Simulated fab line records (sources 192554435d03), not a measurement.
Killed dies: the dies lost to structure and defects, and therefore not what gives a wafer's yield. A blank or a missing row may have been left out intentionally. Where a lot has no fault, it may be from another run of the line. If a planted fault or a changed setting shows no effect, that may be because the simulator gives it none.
fab line records    flow n5_finfet
record lots=4  wafers=12  last_day=18
route steps=1938 shown MOL_CONTACT_COAG@596 BEOL_M0_SAQP@632 BEOL_M4@1111 PASSIVATION@1936
lots untouched by any fault: they come from a run of this same line in which no faults occurred
start_h: hours from the record's opening day to when the first of the lot's shown wafers began    wait_h: hours since the lot's step before    " repeats the value in the row above    L1.1+2: a row that stands for several wafers    - either no value or no given start    * or withheld: withheld    < > ~ a bound
route shown NAME@n: names a module that has steps shown in the file, with the first one's number in the route    usual: mean/standard deviation taken from wafers without a fault    same: alike in all rows    chamber/n: place in a boat    sites: per-site readings    _std_site: the values' standard deviation    _edge_site: mean of outer sites minus mean of inner sites    radius_mm: for every site, how far away it sits from the centre of the wafer    mask NAME#n: copy n    behind: the last tool/chamber to shape the wafer    hold: the reason the lot was held/the length of the hold in hours/how it ended    device: whichever transistor did not switch (one of n, p or np)    end of line: the same wafers' tests at the end of the route    where a step has no rows: the recipe by itself    killed: dies lost to structure and defects at the first sort, not the wafer's yield    map: a wafer's dies, marking killed ones x, the rest . and places with no die _
set.NAME: the run value of the setting; set.NAME@STEP: its run value at that earlier step    model.NAME: the simulator's own value behind a step, which no gauge read
lots seen at some steps along the route; tables by step, rows by wafer
services: from which hour (start_h, from the record's first day; less than 0 if before it) a tool's chamber was out of use, for how many hours, and why
## steps
# step N5_MOL_CONTACT_COAG_COAT_34
# recipe resist=CAR-EUV  spin_rpm=1500  resist_thk_nm=40
# step N5_MOL_CONTACT_COAG_EBR_36
# recipe solvent=PGMEA  ebr_width_mm=1.5
# step N5_MOL_CONTACT_COAG_SOFTBAKE_35
# recipe temp_c=110  time_s=60  resist=CAR-EUV
# step N5_MOL_CONTACT_COAG_EXPOSE_37
# recipe mask_id=VD  na=0.33  source_shape=annular  sigma_inner=0.3  sigma_outer=0.7  polarization=unpolarized  defocus_nm=0  dose_mj=62
# step N5_MOL_CONTACT_COAG_PEB_38
# recipe peb_temp_c=100  peb_time_s=60  resist=CAR-EUV
# step N5_MOL_CONTACT_COAG_DEVELOP_39
# recipe develop_time_s=30  developer=TMAH  resist=CAR-EUV  rinse_liquid=surfactant_rinse  dry=air_spin  dev_temp_c=23
# step N5_MOL_CONTACT_COAG_DESCUM_45
# recipe chemistry=O2  time_s=7  source_power_w=50  bias_power_w=20  pressure_mtorr=20  rf_frequency_hz=2.712e+07  temp_c=40  resist=CAR-EUV  o2_flow_sccm=225
# step N5_MOL_CONTACT_COAG_ETCH_65
# recipe chemistry=N2/H2  target=underlayer  target_depth_a=130  mask_material=CAR-EUV  time_s=10.4  ion_energy_ev=200  pressure_mtorr=30  source_w=840  bias_w=150  n2_flow_sccm=200  h2_flow_sccm=200  ends=cleared
# step N5_MOL_CONTACT_COAG_ETCH_66
# recipe chemistry=CF4  target=SiARC  target_depth_a=130  mask_material=CAR-EUV  time_s=21.7  ion_energy_ev=80  pressure_mtorr=40  source_w=545  bias_w=36  Ar_flow_sccm=100  cf4_flow_sccm=100  ends=cleared
# step N5_MOL_CONTACT_COAG_ALD_133
# recipe material=SiO2  target_thk_a=50  temp_c=100  ald_precursor_family=BDEAS  ald_co_reactant=O2-plasma  pulse_time_s=1  co_reactant_pulse_time_s=1  purge_time_s=2  co_reactant_purge_time_s=2  ald_cycles=35  pressure_torr=2
# usual ald_cycles=35/0  heater_power_w=76/4.4  precursor_pulse_height_rel=0.999/0.019
# same co_reactant_pulse_time_s=1
lot.wafer  tool        chamber  start_h  wait_h  ald_cycles  heater_power_w  precursor_pulse_height_rel  model.SiO2_of_MOL_CONTACT_COAG_ALD_133.thk_nm
L326.2     ald_sin-03  3        121.80   0.1     35          74              1.011                       5
L326.4     "           3        "        "       35          75              1.005                       5
L326.6     "           2        "        "       35          81              1.005                       5
L337.1     ald_sin-03  0        193.41   0.2     35          69              1.001                       5
L337.4     "           3        "        "       55          77              0.980                       7.8
L337.6     "           3        "        "       55          76              1.006                       8
L344.2     ald_sin-03  1        227.29   0.1     35          67              0.968                       5
L344.3     "           3        "        "       55          75              1.001                       7.8
L344.4     "           0        "        "       55          67              0.979                       7.8
L345.4     ald_sin-01  1        239.00   0.1     35          75              1.044                       5
L345.5     "           1        "        "       35          74              0.994                       5
L345.6     "           0        "        "       35          75              1.023                       5
# step N5_MOL_CONTACT_COAG_ETCHBACK_134
# recipe chemistry=CHF3  target=SiO2  target_depth_a=100  time_s=6.7  ion_energy_ev=200  pressure_mtorr=30  source_w=610  bias_w=170  Ar_flow_sccm=200  CHF3_flow_sccm=50
# step N5_MOL_CONTACT_COAG_ETCH_67
# recipe chemistry=N2/H2  target=SOC  target_depth_a=600  overetch_a=210  mask_material=SiARC  temp_c=40  time_s=101.2  ion_energy_ev=200  pressure_mtorr=30  source_w=840  bias_w=150  n2_flow_sccm=200  h2_flow_sccm=200
# step N5_MOL_CONTACT_COAG_STRIP_68
# recipe chemistry=N2/H2  temp_c=40  n2_flow_sccm=200  h2_flow_sccm=200  rf_frequency_hz=6e+07
# step N5_MOL_CONTACT_COAG_STRIP_69
# recipe chemistry=N2/H2  temp_c=40  n2_flow_sccm=200  h2_flow_sccm=200  rf_frequency_hz=6e+07
# step N5_MOL_CONTACT_COAG_ETCHBACK_136
# recipe chemistry=CHF3  target=SiO2  target_depth_a=250  time_s=16.7  ion_energy_ev=200  pressure_mtorr=30  source_w=610  bias_w=170  Ar_flow_sccm=200  CHF3_flow_sccm=50
# step N5_MOL_CONTACT_COAG_STRIP_120
# recipe chemistry=CHF3  resist=SiARC  rf_frequency_hz=6e+07
# step N5_MOL_CONTACT_COAG_VIA_ETCH_117
# recipe chemistry=C4F6/O2  target_depth_a=400  overetch_a=80  mask_material=SOC  target=SiO2  bias_w=455  pressure_mtorr=10  time_s=26  source_w=325  Ar_flow_sccm=300  C4F6_flow_sccm=10  O2_flow_sccm=10  ion_energy_ev=575.3  ends=end_point
# step N5_MOL_CONTACT_COAG_ETCH_124
# recipe chemistry=CH3F/O2  target=SiNx  target_depth_a=65  mask_material=SOC  stop_on=SiOC  over_etch_frac=0.3  ion_energy_ev=120  pressure_mtorr=30  source_w=395  bias_w=73  Ar_flow_sccm=150  CH3F_flow_sccm=30  O2_flow_sccm=20  ends=end_point
# step N5_MOL_CONTACT_COAG_ETCH_48
# recipe chemistry=C4F6/O2  target_depth_a=150  overetch_a=45  mask_material=SOC  target=SiOC  bias_w=465  pressure_mtorr=10  time_s=17  source_w=335  Ar_flow_sccm=300  C4F6_flow_sccm=10  O2_flow_sccm=10  ion_energy_ev=576
# step N5_MOL_CONTACT_COAG_STRIP_72
# recipe chemistry=N2/H2  power_w=450  temp_c=40  pressure_mtorr=20  rf_frequency_hz=6e+07  overash_fraction=3  bias_power_w=7  h2_frac=0.5  n2_flow_sccm=200  h2_flow_sccm=200
# step N5_MOL_CONTACT_COAG_STRIP_49
# recipe chemistry=N2/H2  time_s=30  power_w=1000  temp_c=250  pressure_mtorr=withheld  n2_flow_sccm=1750  h2_flow_sccm=3250
# step N5_MOL_CONTACT_COAG_PRECLEAN_138
# recipe chemistry=alkaline_clean  temp_c=60  time_s=60  do_ppb=50
# step N5_MOL_CONTACT_COAG_SRD_139
# recipe dry=ipa_marangoni  time_s=30  temp_c=23  rinse_liquid=diw
# step N5_MOL_CONTACT_COAG_PRE_CLEAN_121
# recipe gas=H2/He  time_s=*  temp_c=withheld
# step N5_MOL_CONTACT_COAG_CVD_140
# recipe material=W  target_thk_a=665  mode=selective_fill  temp_c=300  time_s=215
# step N5_MOL_CONTACT_COAG_PRECLEAN_127
# recipe chemistry=DIW  time_s=57.5  temp_c=23
# step N5_MOL_CONTACT_COAG_SRD_128
# recipe dry_time_s=32  dry=n2_spin  spin_rpm=1500
# step N5_MOL_CONTACT_COAG_CMP_52
# recipe stop_on=SiO2  t_overpolish_s=1.5  post_cmp_clean=w_dilute_nh4oh  down_force_psi=4  platen_rpm=50.289  pad_velocity_m_s=1.0006  target_thk_nm=66.5
# step N5_MOL_CONTACT_COAG_ANNEAL_112
# recipe temp_c=400  time_s=1800  ambient=HPD2  pressure_atm=10
# step N5_BEOL_M0_SAQP_PECVD_00
# recipe material=SiCN  target_thk_a=80  temp_c=withheld  precursor=3MS/NH3  pressure_torr=3  rf_w=202  time_s=14
# step N5_BEOL_M0_SAQP_ILD_DEP_01
# recipe material=SiOC  target_thk_a=454.19  temp_c=350  precursor=DEMS/O2  pressure_torr=5  rf_w=500  time_s=8.7
# step N5_BEOL_M0_SAQP_HM_DEP_02
# recipe material=TiN  target_thk_a=120  temp_c=25  chamber_pressure_pa=0.49996
# step N5_BEOL_M0_SAQP_PECVD_03
# recipe material=SiCN  target_thk_a=120  temp_c=withheld  precursor=3MS/NH3  pressure_torr=3  rf_w=202  time_s=21.1
# step N5_BEOL_M0_SAQP_PECVD_96
# recipe material=a-Si  target_thk_a=450  temp_c=350  precursor=SiH4/He  pressure_torr=3  rf_w=100  time_s=45.2
# step N5_BEOL_M0_SAQP_PECVD_97
# recipe material=SiNx  target_thk_a=230  temp_c=350  precursor=SiH4/NH3/N2  pressure_torr=1.5  rf_w=300  time_s=19.9
# step N5_BEOL_M4_RC_MEAS_101
# usual DIBL_N=35.4/2.1  DIBL_P=34.8/2.6  IOFF_N=0.15/0.037  IOFF_P=0.19/0.037  ION_N=677/16  ION_P=462/9.3  SS_N=71.4/0.75  SS_P=72.9/0.77  VT_N=250/3.7  VT_P=-251/3.5
lot.wafer  tool       chamber  start_h  wait_h  DIBL_N[mV/V]  DIBL_P[mV/V]  IOFF_N[nA/um]  IOFF_P[nA/um]  ION_N[uA/um]  ION_P[uA/um]  SS_N[mV/dec]  SS_P[mV/dec]  VT_N[mV]  VT_P[mV]
L326.2     prober-02  0        198.60   0.3     38.4          39.8          0.20           0.25           699           473           72.0          73.6          247       -249
L326.4     "          0        "        "       33.5          34.8          0.13           0.17           679           465           70.9          72.8          254       -252
L326.6     "          0        "        "       31.5          30.8          0.09           0.12           658           453           69.6          71.7          254       -258
L337.1     prober-01  0        255.37   0.0     35.3          35.5          0.14           0.21           649           447           71.5          73.5          253       -249
L344.2     prober-01  0        303.96   0.4     34.6          33.3          0.14           0.18           689           466           70.8          73.1          249       -250
L345.4     prober-01  0        327.77   0.5     34.0          33.9          0.13           0.20           675           474           70.4          71.8          249       -246
L345.5     "          0        "        "       33.2          32.4          0.12           0.19           665           467           70.2          71.5          251       -248
L345.6     "          0        "        "       35.3          34.1          0.14           0.19           678           465           72.1          72.5          252       -249
# step N5_PASSIVATION_PROBE_49
# usual defect_limited_yield=90.5/1.7  killed_at_M0_to_M3=37/12  killed_at_M4_up=14/5.2  killed_at_contacts=12/5.9  killed_at_front_end=45/14  killed_at_other=3.5/2.8  killed_dies=112/21  killed_on_rim=15/4.5  killed_open=73/15  killed_short=36/8.9  sort_bin_5_function=5.6/1.2  sort_bin_6_memory=3.5/0.68  sort_n_pass=1068/21  sort_yield_pct=90.5/1.8
# same gross_dies=1180  killed_at_back_side=0  sort_bin_4_leakage[%]=0  sort_bin_8_speed[%]=0
lot.wafer  tool       chamber  start_h  wait_h  defect_limited_yield[%]  killed_at_M0_to_M3  killed_at_M4_up  killed_at_contacts  killed_at_front_end  killed_at_other  killed_dies  killed_on_rim  killed_open  killed_short  sort_bin_5_function[%]  sort_bin_6_memory[%]  sort_n_pass  sort_yield_pct[%]
L326.2     prober-01  -        307.92   0.1     92.3                     24                  20               16                  28                   3                91           9              68           22            5.1                     2.5                   1089         92.3
L326.4     prober-01  -        308.02   0.2     92.7                     24                  19               9                   31                   3                86           11             53           31            4.5                     2.6                   1094         92.7
L326.6     prober-01  -        308.12   0.3     92.7                     33                  7                15                  30                   1                86           9              56           27            3.6                     3.4                   1094         92.7
L337.1     prober-02  -        367.71   0.0     87.9                     48                  18               6                   68                   3                143          20             94           48            6.9                     4.8                   1037         87.9
L337.4     prober-02  -        367.86   0.2     0                        51                  8                1056                64                   1                1180         152            80           48            94.8                    4.7                   0            0
L337.6     prober-02  -        367.96   0.3     0                        38                  10               1069                61                   2                1180         152            73           43            96.2                    3.5                   0            0
L344.3     prober-01  -        407.33   0.1     0                        26                  31               1043                67                   13               1180         152            82           49            94.7                    4.2                   0            0
L344.4     prober-01  -        407.38   0.2     0                        28                  8                1071                63                   10               1180         152            63           53            96.2                    3.2                   0            0
# killed by level:class
L326.2 MOL_CONTACT_COAG:geometric_particle:open=12 BEOL_M4:geometric_particle:open=9 STI_FIN_REVEAL:geometric_particle:open=8 BEOL_M2:geometric_particle:open=7 DUMMY_GATE:geometric_particle:open=6 MOL_CONTACT_COAG:geometric_particle:short=4 BEOL_M3:geometric_particle:open=4 STARTING-WAFER:geometric_particle:open=4
L326.4 BEOL_M5:geometric_particle:open=11 GATE_CUT:geometric_particle:short=8 BEOL_M0_SAQP:geometric_particle:open=7 BEOL_M0_SAQP:geometric_particle:short=7 MOL_CONTACT_COAG:geometric_particle:open=6 DUMMY_GATE:geometric_particle:open=5 FIN_SAQP:geometric_particle:open=4 STI_FIN_REVEAL:geometric_particle:open=4
L326.6 BEOL_M0_SAQP:geometric_particle:open=10 MOL_CONTACT_COAG:geometric_particle:open=9 STI_FIN_REVEAL:geometric_particle:open=8 BEOL_M0_SAQP:geometric_particle:short=8 DUMMY_GATE:geometric_particle:open=7 MOL_CONTACT_COAG:geometric_particle:short=6 BEOL_M2:geometric_particle:open=5 STI_FIN_REVEAL:geometric_particle:short=3
L337.1 STI_FIN_REVEAL:geometric_particle:open=24 BEOL_M0_SAQP:geometric_particle:short=15 FIN_SAQP:geometric_particle:open=14 BEOL_M1:geometric_particle:open=13 GATE_CUT:geometric_particle:short=7 BEOL_M0_SAQP:geometric_particle:open=7 BEOL_M4:geometric_particle:open=7 DUMMY_GATE:geometric_particle:open=6
L337.4 MOL_CONTACT_COAG:area_ald=1049 STI_FIN_REVEAL:geometric_particle:open=19 FIN_SAQP:geometric_particle:open=13 BEOL_M0_SAQP:geometric_particle:short=13 BEOL_M2:geometric_particle:open=12 BEOL_M0_SAQP:geometric_particle:open=10 GATE_CUT:geometric_particle:short=7 FIN_SAQP:geometric_particle:short=6
L337.6 MOL_CONTACT_COAG:area_ald=1064 STI_FIN_REVEAL:geometric_particle:open=17 FIN_SAQP:geometric_particle:short=11 FIN_SAQP:geometric_particle:open=9 BEOL_M3:geometric_particle:open=9 BEOL_M0_SAQP:geometric_particle:open=8 GATE_CUT:geometric_particle:short=7 GATE_CUT:geometric_particle:open=6
L344.3 MOL_CONTACT_COAG:area_ald=1040 STI_FIN_REVEAL:geometric_particle:open=24 BEOL_M4:geometric_particle:open=10 HKMG_FIN:area_etch=8 FIN_SAQP:geometric_particle:short=7 BEOL_M5:geometric_particle:open=6 GATE_CUT:geometric_particle:short=5 BEOL_M0_SAQP:geometric_particle:open=5
L344.4 MOL_CONTACT_COAG:area_ald=1063 STI_FIN_REVEAL:geometric_particle:open=16 FIN_SAQP:geometric_particle:short=11 GATE_CUT:geometric_particle:short=8 FIN_SAQP:geometric_particle:open=6 GATE_CUT:geometric_particle:open=6 BEOL_M2:geometric_particle:open=6 MOL_CONTACT_COAG:geometric_particle:open=5
# map L337.4 (x killed, . not)
_________________xxxxxxxxxxxx________________
______________xxxxxxxxxxxxxxxxxx_____________
___________xxxxxxxxxxxxxxxxxxxxxxxx__________
__________xxxxxxxxxxxxxxxxxxxxxxxxxx_________
________xxxxxxxxxxxxxxxxxxxxxxxxxxxxxx_______
_______xxxxxxxxxxxxxxxxxxxxxxxxxxxxxxxx______
______xxxxxxxxxxxxxxxxxxxxxxxxxxxxxxxxxx_____
_____xxxxxxxxxxxxxxxxxxxxxxxxxxxxxxxxxxxx____
____xxxxxxxxxxxxxxxxxxxxxxxxxxxxxxxxxxxxxx___
___xxxxxxxxxxxxxxxxxxxxxxxxxxxxxxxxxxxxxxxx__
___xxxxxxxxxxxxxxxxxxxxxxxxxxxxxxxxxxxxxxxx__
__xxxxxxxxxxxxxxxxxxxxxxxxxxxxxxxxxxxxxxxxxx_
__xxxxxxxxxxxxxxxxxxxxxxxxxxxxxxxxxxxxxxxxxx_
_xxxxxxxxxxxxxxxxxxxxxxxxxxxxxxxxxxxxxxxxxxxx
_xxxxxxxxxxxxxxxxxxxxxxxxxxxxxxxxxxxxxxxxxxxx
_xxxxxxxxxxxxxxxxxxxxxxxxxxxxxxxxxxxxxxxxxxxx
_xxxxxxxxxxxxxxxxxxxxxxxxxxxxxxxxxxxxxxxxxxxx
_xxxxxxxxxxxxxxxxxxxxxxxxxxxxxxxxxxxxxxxxxxxx
_xxxxxxxxxxxxxxxxxxxxxxxxxxxxxxxxxxxxxxxxxxxx
_xxxxxxxxxxxxxxxxxxxxxxxxxxxxxxxxxxxxxxxxxxxx
_xxxxxxxxxxxxxxxxxxxxxxxxxxxxxxxxxxxxxxxxxxxx
__xxxxxxxxxxxxxxxxxxxxxxxxxxxxxxxxxxxxxxxxxx_
__xxxxxxxxxxxxxxxxxxxxxxxxxxxxxxxxxxxxxxxxxx_
___xxxxxxxxxxxxxxxxxxxxxxxxxxxxxxxxxxxxxxxx__
___xxxxxxxxxxxxxxxxxxxxxxxxxxxxxxxxxxxxxxxx__
____xxxxxxxxxxxxxxxxxxxxxxxxxxxxxxxxxxxxxx___
_____xxxxxxxxxxxxxxxxxxxxxxxxxxxxxxxxxxxx____
______xxxxxxxxxxxxxxxxxxxxxxxxxxxxxxxxxx_____
_______xxxxxxxxxxxxxxxxxxxxxxxxxxxxxxxx______
________xxxxxxxxxxxxxxxxxxxxxxxxxxxxxx_______
__________xxxxxxxxxxxxxxxxxxxxxxxxxx_________
___________xxxxxxxxxxxxxxxxxxxxxxxx__________
______________xxxxxxxxxxxxxxxxxx_____________
_________________xxxxxxxxxxxx________________
# map L344.3 (x killed, . not)
_________________xxxxxxxxxxxx________________
______________xxxxxxxxxxxxxxxxxx_____________
___________xxxxxxxxxxxxxxxxxxxxxxxx__________
__________xxxxxxxxxxxxxxxxxxxxxxxxxx_________
________xxxxxxxxxxxxxxxxxxxxxxxxxxxxxx_______
_______xxxxxxxxxxxxxxxxxxxxxxxxxxxxxxxx______
______xxxxxxxxxxxxxxxxxxxxxxxxxxxxxxxxxx_____
_____xxxxxxxxxxxxxxxxxxxxxxxxxxxxxxxxxxxx____
____xxxxxxxxxxxxxxxxxxxxxxxxxxxxxxxxxxxxxx___
___xxxxxxxxxxxxxxxxxxxxxxxxxxxxxxxxxxxxxxxx__
___xxxxxxxxxxxxxxxxxxxxxxxxxxxxxxxxxxxxxxxx__
__xxxxxxxxxxxxxxxxxxxxxxxxxxxxxxxxxxxxxxxxxx_
__xxxxxxxxxxxxxxxxxxxxxxxxxxxxxxxxxxxxxxxxxx_
_xxxxxxxxxxxxxxxxxxxxxxxxxxxxxxxxxxxxxxxxxxxx
_xxxxxxxxxxxxxxxxxxxxxxxxxxxxxxxxxxxxxxxxxxxx
_xxxxxxxxxxxxxxxxxxxxxxxxxxxxxxxxxxxxxxxxxxxx
_xxxxxxxxxxxxxxxxxxxxxxxxxxxxxxxxxxxxxxxxxxxx
_xxxxxxxxxxxxxxxxxxxxxxxxxxxxxxxxxxxxxxxxxxxx
_xxxxxxxxxxxxxxxxxxxxxxxxxxxxxxxxxxxxxxxxxxxx
_xxxxxxxxxxxxxxxxxxxxxxxxxxxxxxxxxxxxxxxxxxxx
_xxxxxxxxxxxxxxxxxxxxxxxxxxxxxxxxxxxxxxxxxxxx
__xxxxxxxxxxxxxxxxxxxxxxxxxxxxxxxxxxxxxxxxxx_
__xxxxxxxxxxxxxxxxxxxxxxxxxxxxxxxxxxxxxxxxxx_
___xxxxxxxxxxxxxxxxxxxxxxxxxxxxxxxxxxxxxxxx__
___xxxxxxxxxxxxxxxxxxxxxxxxxxxxxxxxxxxxxxxx__
____xxxxxxxxxxxxxxxxxxxxxxxxxxxxxxxxxxxxxx___
_____xxxxxxxxxxxxxxxxxxxxxxxxxxxxxxxxxxxx____
______xxxxxxxxxxxxxxxxxxxxxxxxxxxxxxxxxx_____
_______xxxxxxxxxxxxxxxxxxxxxxxxxxxxxxxx______
________xxxxxxxxxxxxxxxxxxxxxxxxxxxxxx_______
__________xxxxxxxxxxxxxxxxxxxxxxxxxx_________
___________xxxxxxxxxxxxxxxxxxxxxxxx__________
______________xxxxxxxxxxxxxxxxxx_____________
_________________xxxxxxxxxxxx________________
## services
tool        chamber  start_h  hours  kind
ald_sin-01  0        99.30    -      clean
ald_sin-01  1        99.30    -      clean
ald_sin-01  2        99.30    -      clean
ald_sin-01  3        99.30    -      clean
ald_sin-01  1        103.98   88.0   repair
ald_sin-03  2        160.21   7.0    repair
ald_sin-01  -        215.63   6.0    pm
ald_sin-03  -        224.47   0.7    repair
ald_sin-01  0        228.73   4.1    repair
## key
first_sign step=N5_MOL_CONTACT_COAG_ALD_133  reading=ald_cycles  direction=up  sigmas=99+  usual=*  struck=*
effect step=N5_PASSIVATION_PROBE_49  reading=killed_at_contacts  direction=up  sigmas=99+  usual=12  struck=1060
model_effect step=N5_MOL_CONTACT_COAG_ALD_133  value=SiO2_of_MOL_CONTACT_COAG_ALD_133.thk_nm  without=5  struck=7.85
more_kills_born_at N5_MOL_CONTACT_COAG_ALD_133@ald_sin-03=4216
met_at N5_MOL_CONTACT_COAG_ALD_133
struck_wafers L337.4,L337.6,L344.3,L344.4
later_rows_left_out L337.4,L337.6,L344.3,L344.4
onset_between 121.80 193.41
fault kind=process_parameter_drift  tool=ald_sin-03  chamber=-  onset_h=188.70  steps=N5_MOL_CONTACT_COAG_ALD_133  channel=ald_cycles  offset=*  shape=step  end_h=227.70  scope=struck_wafers_only  acts_in=*  stated=*
# later_rows_left_out: the simulator's readings of these wafers behind a module that went badly wrong aren't trusted and aren't shown, but for the sort
